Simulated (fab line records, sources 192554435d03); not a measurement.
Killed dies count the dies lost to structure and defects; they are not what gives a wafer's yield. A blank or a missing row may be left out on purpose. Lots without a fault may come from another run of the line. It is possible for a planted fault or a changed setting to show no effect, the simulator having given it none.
fab line records	flow n5-finfet
[record] lots = 5	wafers = 15	last-day = 18
route steps=1938 shown BEOL_M11@1563 BEOL_M12@1602 PASSIVATION@1936
lots with no fault: from the same line, run without faults
start-h: start of the lot's first displayed wafer, in hours after the record's first day	wait-h: hours elapsed since this lot's preceding step	" unchanged from the row above	L1.1+2: a single row standing in for several wafers	- no value, or no start given	* or withheld: withheld	< > ~ a bound
route shown NAME@n: names a module that has steps shown in the file, with the first one's number in the route	usual: average and standard deviation across the fault-free wafers	same: alike in all rows	chamber/n: place in a boat	sites: readings site by site	_std_site: their standard deviation	_edge_site: inner sites' mean taken away from outer sites' mean	radius-mm: for every site, how far away it sits from the centre of the wafer	mask NAME#n: copy n	behind: the most recent tool/chamber to have shaped the wafer	hold: why the lot was held/for how many hours/how that ended	device: whichever transistor did not switch (one of n, p or np)	end of line: tests of these same wafers at the route's end	a step without rows: its recipe alone	killed: not the wafer's yield, but the dies lost to structure and defects at the first sort	map: dies across one wafer; x = killed, . = not, _ = none there
set.NAME: the setting the step ran with; set.NAME@STEP: the setting that earlier step ran with	model.NAME: the simulator's own value behind a step, which no gauge read
lots seen at some steps along the route; tables by step, rows by wafer
services: when a tool's chamber went out of use (start-h, in hours from the record's first day, below 0 if earlier), for how many hours, and the reason
[[steps]]
[step N5_BEOL_M11_EBR_24]
[recipe] solvent = PGMEA	ebr-width-mm = 1.5
[step N5_BEOL_M11_SOFTBAKE_23]
[recipe] temp-c = 110	time-s = 60	resist = CAR-ArF
[step N5_BEOL_M11_EXPOSE_25]
[recipe] mask-id = V10	na = 1.35	source-shape = annular	sigma-inner = 0.5	sigma-outer = 0.8	polarization = unpolarized	dose-mj = 85.5
[step N5_BEOL_M11_PEB_26]
[recipe] peb-temp-c = withheld	peb-time-s = 60	resist = CAR-ArF
[step N5_BEOL_M11_DEVELOP_27]
[recipe] develop-time-s = 30	developer = TMAH	resist = CAR-ArF	rinse-liquid = diw	dry = air-spin	dev-temp-c = 23
[step N5_BEOL_M11_DESCUM_33]
[recipe] chemistry = O2	time-s = 7.9	source-power-w = 50	bias-power-w = 20	pressure-mtorr = 20	rf-frequency-hz = 2.712e+07	temp-c = 40	resist = CAR-ArF	o2-flow-sccm = 225
[step N5_BEOL_M11_ETCH_65]
[recipe] chemistry = CF4	target = SiARC	target-depth-a = 390	mask-material = CAR-ArF	time-s = 65	ion-energy-ev = 80	pressure-mtorr = 40	source-w = 545	bias-w = 36	Ar_flow_sccm = 100	cf4-flow-sccm = 100	ends = cleared
[step N5_BEOL_M11_ETCH_66]
[recipe] chemistry = N2/H2	target = SOC	target-depth-a = 1200	overetch-a = 240	mask-material = SiARC	temp-c = 40	time-s = 180	ion-energy-ev = 200	pressure-mtorr = 30	source-w = 840	bias-w = 150	n2-flow-sccm = 200	h2-flow-sccm = 200
[step N5_BEOL_M11_STRIP_69]
[recipe] chemistry = N2/H2	temp-c = 40	n2-flow-sccm = 200	h2-flow-sccm = 200	rf-frequency-hz = 6e+07
[step N5_BEOL_M11_VIA_ETCH_34]
[recipe] chemistry = C4F6/O2	target = SiCOH_lowk	target-depth-a = 1845	mask-material = SOC	taper-deg = 4	time-s = 69.2	ion-energy-ev = 250	pressure-mtorr = 30	source-w = 345	bias-w = 185	Ar_flow_sccm = 300	C4F6_flow_sccm = 10	O2_flow_sccm = 10
[usual] drypump-motor-current-A = 5.5/0.35	oes-product-au = 0.78/0.084	rf-vpp-V = 666/9.1	showerhead-plenum-p-Torr = 2.82/0.11	throttle-valve-pct = 20.95/0.25
lot.wafer	tool	chamber	start-h	wait-h	drypump-motor-current-A	oes-product-au	rf-hours-counter-h	rf-vpp-V	showerhead-plenum-p-Torr	throttle-valve-pct
L611.1	rie-diel-05	1	312.49	0.0	5.3	0.71	186	655	2.82	20.78
L611.3	"	0	"	"	5.9	0.91	31	677	2.80	21.00
L611.4	"	3	"	"	5.7	0.92	23	667	2.91	21.05
L613.2	rie-diel-02	3	337.45	0.0	5.1	0.76	149	655	2.63	20.90
L613.3	"	2	"	"	6.1	0.73	188	679	2.95	20.63
L613.4	"	0	"	"	5.1	0.71	215	677	2.94	20.75
L618.2	rie-diel-05	1	349.86	0.0	5.4	0.71	196	656	2.81	20.79
L618.4	"	2	"	"	5.2	0.72	193	656	2.71	21.44
L618.6	"	3	"	"	5.7	0.89	-	668	2.90	21.04
L619.1	rie-diel-05	2	354.85	0.0	5.2	0.72	195	658	2.71	21.45
L619.2	"	3	"	"	5.7	0.89	34	668	2.90	21.05
L619.3	"	1	"	"	5.3	0.70	197	656	2.81	20.80
L622.1	rie-diel-05	0	383.67	0.0	5.9	0.87	51	676	2.79	21.03
L622.2	"	3	"	"	5.7	0.87	42	668	2.90	21.07
L622.4	"	2	"	"	5.2	0.71	203	656	2.71	21.48
[step N5_BEOL_M11_STRIP_73]
[recipe] chemistry = C4F6/O2	resist = SiARC	rf-frequency-hz = 6e+07
[step N5_BEOL_M11_STRIP_36]
[recipe] chemistry = N2/H2	power-w = 450	temp-c = 40	pressure-mtorr = 20	rf-frequency-hz = 6e+07	overash-fraction = 0.3	bias-power-w = 7	h2-frac = 0.5	n2-flow-sccm = 200	h2-flow-sccm = 200
[step N5_BEOL_M11_TRENCH_ETCH_37]
[recipe] chemistry = C4F6/O2	target-depth-a = 1488.3	target = SiCOH_lowk	time-s = 48	ion-energy-ev = 250	pressure-mtorr = 30	source-w = 345	bias-w = 185	Ar_flow_sccm = 300	C4F6_flow_sccm = 10	O2_flow_sccm = 10
[step N5_BEOL_M11_ETCH_41]
[recipe] chemistry = CH3F/O2	target = SiCN	target-depth-a = 426	taper-deg = 2	time-s = 86	ion-energy-ev = 120	mask-material = TiN	pressure-mtorr = 30	source-w = 395	bias-w = 75	Ar_flow_sccm = 150	CH3F_flow_sccm = 30	O2_flow_sccm = 20
[step N5_BEOL_M11_STRIP_77]
[recipe] chemistry = N2/H2	time-s = 10	power-w = 450	temp-c = 40	pressure-mtorr = 20	rf-frequency-hz = 6e+07	bias-power-w = 7	n2-flow-sccm = 200	h2-flow-sccm = 200
[step N5_BEOL_M11_HM_STRIP_39]
[recipe] chemistry = peroxide-tin-strip	material = TiN	target-depth-a = 250	temp-c = 50	time-s = 158
[step N5_BEOL_M11_SRD_40]
[recipe] time-s = 30	temp-c = 23	rinse-liquid = diw	dry = ipa-marangoni
[step N5_BEOL_M11_PRECLEAN_42]
[recipe] chemistry = residue-remover	time-s = 60	temp-c = 40
[step N5_BEOL_M11_SRD_43]
[recipe] time-s = 30	temp-c = 23	rinse-liquid = diw	dry = ipa-marangoni
[step N5_BEOL_M11_CURE_72]
[recipe] temp-c = 370	time-s = 120	ambient = DMADMS/He	material = SiCOH_lowk
[step N5_BEOL_M11_DEGAS_44]
[recipe] ambient = vacuum	temp-c = 250	time-s = 60
[step N5_BEOL_M11_PRE_CLEAN_45]
[recipe] gas = H2/He	time-s = 30	temp-c = 250
[step N5_BEOL_M11_ALD_74]
[recipe] material = TaN	target-thk-a = 20	temp-c = 275	ald-precursor-family = PDMAT	ald-co-reactant = NH3	pressure-torr = 3	carrier-flow-sccm = 1500	pulse-time-s = 2	purge-time-s = 3	co-reactant-purge-time-s = 2	co-reactant-pulse-time-s = 3	ald-cycles = 40	precursor-vessel-temp-c = 75	precursor-vessel-pressure-torr = 26.25	precursor-vessel-carrier-sccm = 1000
[step N5_BEOL_M11_SURFACE_TREAT_76]
[recipe] gas = Ar	time-s = *	ion-energy-ev = *	ion-current-ma-cm2 = 0.5	pressure-mtorr = *	ar-flow-sccm = 30
[step N5_BEOL_M11_CVD_75]
[recipe] material = Co	target-thk-a = 20	temp-c = withheld	precursor = CCTBA/H2	pressure-torr = 30	time-s = 138.9
[step N5_BEOL_M11_SPUTTER_48]
[recipe] material = Cu	target-thk-a = 120	temp-c = -20	bias-v = 60	power-w = 26000	chamber-pressure-pa = 0.13	time-s = 2
[step N5_BEOL_M11_ECD_50]
[recipe] material = Cu	target-thk-a = 3180
[step N5_BEOL_M11_ANNEAL_51]
[recipe] temp-c = 225	time-s = 90	ambient = N2
[step N5_BEOL_M11_CMP_52]
[recipe] stop-on = SiCOH_lowk	t-overpolish-s = 7	down-force-psi = 1	platen-rpm = 50	clearing-platen-down-force-psi = 1.5	clearing-platen-rpm = 50	post-cmp-clean = cu-alkaline	target-thk-nm = 140	clearing-platen-pad-velocity-m-s = 0.99484	pad-velocity-m-s = 0.99484
[step N5_BEOL_M11_PRE_CLEAN_55]
[recipe] gas = NH3	time-s = 15	temp-c = withheld	rf-power-w = 300
[step N5_BEOL_M11_DEP_56]
[recipe] material = SiCN	target-thk-a = 300	temp-c = withheld	precursor = 3MS/NH3	pressure-torr = 3	rf-w = 675	time-s = 10.5
[step N5_BEOL_M12_ILD_DEP_00]
[recipe] material = SiOC	target-thk-a = 6589.2	temp-c = 350	precursor = DEMS/O2	pressure-torr = 5	rf-w = 500	time-s = 130.7
[step N5_BEOL_M12_COAT_58]
[recipe] resist = BARC	temp-c = 205	time-s = 60	spin-rpm = 1500	resist-thk-nm = 89
[step N5_PASSIVATION_PROBE_49]
[usual] defect-limited-yield = 91.2/1.4	killed_at_M0_to_M3 = 36/11	killed_at_M4_up = 14/5.6	killed-at-contacts = 12/5.9	killed-at-front-end = 38/13	killed-at-other = 3.5/2.7	killed-dies = 104/17	killed-on-rim = 14/3.9	killed-open = 68/12	killed-short = 34/8.2	sort_bin_5_function = 5.1/0.95	sort_bin_6_memory = 3.3/0.7	sort_bin_8_speed = 0.00/0.007	sort-n-pass = 1076/17	sort-yield-pct = 91.2/1.4
[same] gross-dies = 1180	killed-at-back-side = 0	sort_bin_4_leakage[%] = 0
lot.wafer	tool	chamber	start-h	wait-h	defect-limited-yield[%]	killed_at_M0_to_M3	killed_at_M4_up	killed-at-contacts	killed-at-front-end	killed-at-other	killed-dies	killed-on-rim	killed-open	killed-short	sort_bin_5_function[%]	sort_bin_6_memory[%]	sort_bin_8_speed[%]	sort-n-pass	sort-yield-pct[%]
L611.1	prober-02	-	353.12	0.0	91.7	35	5	5	52	1	98	13	59	35	4.3	3.1	0	1082	91.7
L611.3	prober-02	-	353.22	0.1	90.1	44	5	3	62	3	117	12	74	37	5.6	3.5	0	1063	90.1
L611.4	prober-02	-	353.27	0.2	92.7	39	6	5	32	4	86	11	57	28	4.1	2.9	0	1094	92.7
L613.2	prober-01	-	377.35	0.1	91.4	47	12	12	28	3	102	14	66	35	5.3	2.8	0	1078	91.4
L613.3	prober-01	-	377.40	0.1	92.3	50	11	11	18	1	91	13	63	25	3.7	3.4	0	1089	92.3
L613.4	prober-01	-	377.45	0.2	91.4	35	19	19	25	3	101	20	64	35	5.2	3.1	0	1079	91.4
L618.2	prober-01	-	401.34	0.1	78.1	62	148	9	38	2	259	29	75	41	12.0	5.3	0	921	78.1
L618.4	prober-01	-	401.44	0.2	83.5	24	123	12	32	4	195	31	65	30	10.7	3.0	0.08	984	83.4
L618.6	prober-01	-	401.54	0.3	83.1	47	110	9	30	4	200	35	67	26	10.2	3.6	0	980	83.1
L619.1	prober-01	-	410.86	0.0	83.7	19	125	15	26	7	192	29	54	27	9.4	3.6	0	988	83.7
L619.2	prober-01	-	410.91	0.1	82.4	28	122	5	48	5	208	33	64	36	9.7	3.9	0	972	82.4
L619.3	prober-01	-	410.96	0.1	81.6	20	155	10	28	4	217	22	49	21	9.9	3.8	0	963	81.6
L622.1	prober-02	-	429.54	0.0	88.4	32	70	8	27	0	137	28	50	25	5.7	3.9	0	1043	88.4
L622.2	prober-02	-	429.59	0.1	85.8	16	105	5	39	3	168	28	51	22	7.7	2.8	0	1012	85.8
L622.4	prober-02	-	429.69	0.2	85.0	19	115	17	26	0	177	27	61	23	8.9	2.7	0	1003	85.0
// killed by level:class
L611.1 FIN_SAQP:geometric-particle:open=12 BEOL_M0_SAQP:geometric-particle:short=11 BEOL_M1:geometric-particle:open=8 DUMMY_GATE:geometric-particle:open=7 BEOL_M0_SAQP:geometric-particle:open=7 STI_FIN_REVEAL:geometric-particle:open=6 GATE_CUT:geometric-particle:short=5 MOL_CONTACT_COAG:geometric-particle:open=5
L611.3 STI_FIN_REVEAL:geometric-particle:open=19 BEOL_M1:geometric-particle:open=11 BEOL_M0_SAQP:geometric-particle:open=10 FIN_SAQP:geometric-particle:open=8 GATE_CUT:geometric-particle:short=8 BEOL_M0_SAQP:geometric-particle:short=7 FIN_SAQP:geometric-particle:short=6 HKMG_FIN:area-etch=6
L611.4 BEOL_M1:geometric-particle:open=10 BEOL_M3:geometric-particle:open=10 FIN_SAQP:geometric-particle:open=7 STI_FIN_REVEAL:geometric-particle:open=7 BEOL_M0_SAQP:geometric-particle:short=7 FIN_SAQP:geometric-particle:short=6 BEOL_M0_SAQP:geometric-particle:open=6 MOL_CONTACT_COAG:geometric-particle:open=5
L613.2 BEOL_M0_SAQP:geometric-particle:open=12 MOL_CONTACT_COAG:geometric-particle:open=11 BEOL_M0_SAQP:geometric-particle:short=10 FIN_SAQP:geometric-particle:open=8 GATE_CUT:geometric-particle:short=6 BEOL_M1:geometric-particle:open=6 BEOL_M2:geometric-particle:open=6 FIN_SAQP:geometric-particle:short=4
L613.3 BEOL_M0_SAQP:geometric-particle:open=14 MOL_CONTACT_COAG:geometric-particle:open=10 BEOL_M2:geometric-particle:open=10 BEOL_M0_SAQP:geometric-particle:short=8 BEOL_M1:geometric-particle:open=8 BEOL_M3:geometric-particle:open=4 STARTING-WAFER:geometric-particle:short=4 FIN_SAQP:geometric-particle:open=3
L613.4 MOL_CONTACT_COAG:geometric-particle:open=13 BEOL_M0_SAQP:geometric-particle:short=12 BEOL_M0_SAQP:geometric-particle:open=10 BEOL_M4:geometric-particle:open=9 MOL_CONTACT_COAG:geometric-particle:short=5 BEOL_M2:geometric-particle:open=5 BEOL_M3:geometric-particle:open=5 GATE_CUT:geometric-particle:short=4
L618.2 BEOL_M11:unspecified=137 BEOL_M0_SAQP:geometric-particle:open=17 BEOL_M3:geometric-particle:short=11 BEOL_M0_SAQP:geometric-particle:short=10 BEOL_M2:geometric-particle:open=10 STI_FIN_REVEAL:geometric-particle:open=8 BEOL_M3:geometric-particle:open=8 FIN_SAQP:geometric-particle:open=7
L618.4 BEOL_M11:unspecified=98 FIN_SAQP:geometric-particle:short=12 MOL_CONTACT_COAG:geometric-particle:open=9 FIN_SAQP:geometric-particle:open=8 BEOL_M4:geometric-particle:open=8 BEOL_M1:geometric-particle:open=6 BEOL_M3:geometric-particle:open=6 BEOL_M2:geometric-particle:open=5
L618.6 BEOL_M11:unspecified=101 BEOL_M3:geometric-particle:open=18 BEOL_M1:geometric-particle:open=9 FIN_SAQP:geometric-particle:open=6 MOL_CONTACT_COAG:geometric-particle:open=6 DUMMY_GATE:geometric-particle:open=5 BEOL_M0_SAQP:geometric-particle:short=5 BEOL_M0_SAQP:geometric-particle:open=5
L619.1 BEOL_M11:unspecified=106 BEOL_M4:geometric-particle:open=11 FIN_SAQP:geometric-particle:open=9 MOL_CONTACT_COAG:geometric-particle:open=9 STARTING-WAFER:geometric-particle:short=5 MOL_CONTACT_COAG:geometric-particle:short=5 BEOL_M0_SAQP:geometric-particle:short=4 BEOL_M1:geometric-particle:open=4
L619.2 BEOL_M11:unspecified=105 BEOL_M0_SAQP:geometric-particle:short=12 FIN_SAQP:geometric-particle:open=8 GATE_CUT:geometric-particle:open=7 BEOL_M4:geometric-particle:open=6 STI_FIN_REVEAL:geometric-particle:open=5 MOL_CONTACT_COAG:geometric-particle:open=5 STARTING-WAFER:geometric-particle:open=5
L619.3 BEOL_M11:unspecified=146 MOL_CONTACT_COAG:geometric-particle:open=9 FIN_SAQP:geometric-particle:open=8 BEOL_M2:geometric-particle:open=5 BEOL_M4:geometric-particle:open=5 GATE_CUT:geometric-particle:short=4 BEOL_M0_SAQP:geometric-particle:open=4 FIN_SAQP:geometric-particle:short=3
L622.1 BEOL_M11:unspecified=61 STI_FIN_REVEAL:geometric-particle:open=10 BEOL_M1:geometric-particle:open=10 BEOL_M0_SAQP:geometric-particle:short=7 MOL_CONTACT_COAG:geometric-particle:open=6 BEOL_M4:geometric-particle:open=6 BEOL_M2:geometric-particle:open=4 BEOL_M3:geometric-particle:open=4
L622.2 BEOL_M11:unspecified=94 STI_FIN_REVEAL:geometric-particle:open=14 BEOL_M4:geometric-particle:open=7 FIN_SAQP:geometric-particle:short=4 FIN_SAQP:geometric-particle:open=4 STI_FIN_REVEAL:geometric-particle:short=4 MOL_CONTACT_COAG:geometric-particle:open=4 BEOL_M2:geometric-particle:open=4
L622.4 BEOL_M11:unspecified=92 MOL_CONTACT_COAG:geometric-particle:open=15 BEOL_M4:geometric-particle:open=12 STI_FIN_REVEAL:geometric-particle:open=10 BEOL_M3:geometric-particle:open=6 STI_FIN_REVEAL:geometric-particle:short=5 GATE_CUT:geometric-particle:short=3 BEOL_M0_SAQP:geometric-particle:open=3
// map L618.2 (x killed, . not)
_________________x........x..________________
______________...x..x..........._____________
___________...............x.x...x..__________
__________.x.x....x................._________
________...x.....x...................._______
_______...x.......x.......x........xx.x______
______.....x.................x.....x...._____
_____x...................................____
____..x.................x.................___
___..x........x..............x.............__
___..............x.xxx................x....__
__..x...............x..x............xx...x.._
__..x..x.x..x........x...x.....x.xx..x.xx..._
_........................xx.x..xx..x.xxx.x.x.
_.........x..x.x................x.xxxxxxxxx.x
_...x............x...........x.xxxxxxxxxxxxx.
_.x..........x......x......xx...xxxxxxxxxxxxx
_.......xx....................xxxxxxxxxxxxxxx
_.x........x.........x........x.xxxxxxxxxxxxx
_..........x....x..............xxxxxxxxxxxxxx
_..x..........................xx.xxxxxxxxxxxx
__.x.................x...x.....xxxxxxxxxxxxx_
__....................x....x.....xxxxxxxxxxx_
___.x...x...x..................xx.xxxxxxxxx__
___.x............x..............x.xxxx.xx.x__
____x..........................x..x...xx..___
_____.............x.....x............x...____
______..............................x..._____
_______.....x.............x...xx...x...______
________....x.....x..x....x..x........_______
__________x.....x.....x.x..........x_________
___________........x...x...........__________
______________.x.x.........x...x_____________
_________________.x.......x..________________
// map L619.3 (x killed, . not)
_________________......x.....________________
______________.....x............_____________
___________...............x..x.....__________
__________....x.........x..........._________
________...............x.............._______
_______.............x.......x......x...______
______...x.............................._____
_____.....x............x......x....x.....____
____...................x............x.x...___
___.x.....................x.............x..__
___...............................x........__
__..............x...........xx.......x......_
__x..............................x.x....x..._
_........x......................xx.x.x.xx....
_...x..................x..........xxxxxxxxxxx
_.............................x..xxxxxxxxxxxx
_.........x.....x.............xxxxxxxxxxxxxxx
_.....x......................x..xxxxxxxxxxxxx
_...x..............x.........x.xxxxxxxxxxxxxx
_..........x.x..............x...xxxxxxxxxxxxx
_.......x..........x....xx.....xxxxxxxxxxxxxx
__............................x.xxxxxxxxxxxx_
__.x....x...x....................xxxxxxxxxxx_
___................x............x.xxxxxxxxx__
___...................x....x.....xxxx.xxxx.__
____....................x.....x.x...x.x...___
_____.............x..............xx......____
______x.............................x..._____
_______..............x..x..............______
________......xx....................x._______
__________......x...........xx......_________
___________x...........x...x.......__________
______________...............x.._____________
_________________..........x.________________
[[services]]
tool	chamber	start-h	hours	kind
rie-diel-02	1	304.26	7.9	repair
rie-diel-02	-	356.59	0.6	repair
rie-diel-02	1	381.87	25.8	repair
[[key]]
[first-sign] step = N5_PASSIVATION_PROBE_49	reading = killed_at_M4_up	direction = up	sigmas = 19	usual = 14	struck = 119
[effect] step = N5_PASSIVATION_PROBE_49	reading = killed-dies	direction = up	sigmas = 5.4	usual = 104	struck = 195
[more-kills-born-at] N5_BEOL_M11_VIA_ETCH_34@rie-diel-05 = 940
met-at N5_BEOL_M11_VIA_ETCH_34
struck-wafers L618.2,L618.4,L618.6,L619.1,L619.2,L619.3,L622.1,L622.2,L622.4
onset-between 312.49 349.86
also-fits time
[fault] kind = chamber-particle-source	tool = rie-diel-05	chamber = -	onset-h = 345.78	steps = N5_BEOL_M11_VIA_ETCH_34	rate-per-visit-cm2 = 2.0541	end-h = 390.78
